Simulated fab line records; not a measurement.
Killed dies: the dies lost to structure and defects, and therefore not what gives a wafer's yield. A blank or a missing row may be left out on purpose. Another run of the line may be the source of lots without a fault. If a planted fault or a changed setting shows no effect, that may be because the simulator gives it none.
Matching of chambers -- flow n5-finfet -- 3 sister chambers for N5_BEOL_M0_SAQP_PECVD_00 on pecvd-03
The step deposits SiCN from 3MS/NH3, target thk 8 nm, time 14 s. 22 wafers are shown with their chamber, then 11 later ones without.

WAFERS PAIRED WITH THEIR CHAMBERS
wafer,chamber,showerhead-plenum-p-Torr (Torr),throttle-valve-pct (%)
L076.2,0,3.684,8.6
L076.5,0,3.674,8.8
L076.6,2,3.658,8.3
L078.4,2,3.657,8.1
L078.5,0,3.676,9.1
L078.6,1,3.663,8.9
L079.3,0,3.674,8.9
L079.4,2,3.662,8.3
L079.6,0,3.680,9.0
L080.1,1,3.646,9.1
L080.2,2,3.657,8.0
L080.6,0,3.671,8.9
L083.2,1,3.653,9.2
L083.5,1,3.661,8.6
L083.6,0,3.677,9.1
L086.2,0,3.683,9.0
L086.4,2,3.661,8.7
L086.6,1,3.661,9.1
L087.1,0,3.669,9.0
L087.4,1,3.666,9.0
L087.6,2,3.653,8.7
L091.3,1,3.657,9.0

SIGNATURES (means of the wafers above)
reading,chamber 0,chamber 1,chamber 2,scatter within a chamber
showerhead-plenum-p-Torr,3.67644,3.65814,3.65800,0.00533
throttle-valve-pct,8.933,8.986,8.350,0.213
Rule: a wafer's distance from a chamber is the root of the sum, over the readings, of the square of ((its reading less the chamber's mean) divided by the reading's scatter). The wafer belongs to the nearest chamber; if the next one is less than 2 further off, it can't be placed. The scatter is the square root of a quotient: the sum, over the shown wafers, of each reading's squared deviation from its chamber's mean, divided by wafers minus chambers.

WAFERS MISSING THEIR CHAMBER
wafer,showerhead-plenum-p-Torr (Torr),throttle-valve-pct (%)
L091.4,3.667,9.0
L091.5,3.659,8.4
L092.2,3.664,8.5
L092.3,3.668,8.9
L092.4,3.673,9.0
L094.1,3.665,8.6
L094.3,3.665,8.9
L094.5,3.663,8.4
L096.1,3.663,8.7
L096.4,3.663,8.9
L096.6,3.663,8.6

THE CHAMBER EACH PASSED THROUGH
wafer,from the rows above,in truth
L091.4,can't be placed: 1 or 0 or 2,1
L091.5,2,2
L092.2,can't be placed: 2 or 1 or 0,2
L092.3,can't be placed: 0 or 1 or 2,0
L092.4,0,0
L094.1,can't be placed: 2 or 1 or 0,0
L094.3,can't be placed: 1 or 0 or 2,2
L094.5,can't be placed: 2 or 1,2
L096.1,can't be placed: 1 or 2 or 0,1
L096.4,can't be placed: 1 or 0 or 2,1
L096.6,can't be placed: 2 or 1 or 0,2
Correctly placed: 2 of 11. Can't be placed from these rows: 9 (the true chamber is among the candidates in 9). 0 placed wrongly.
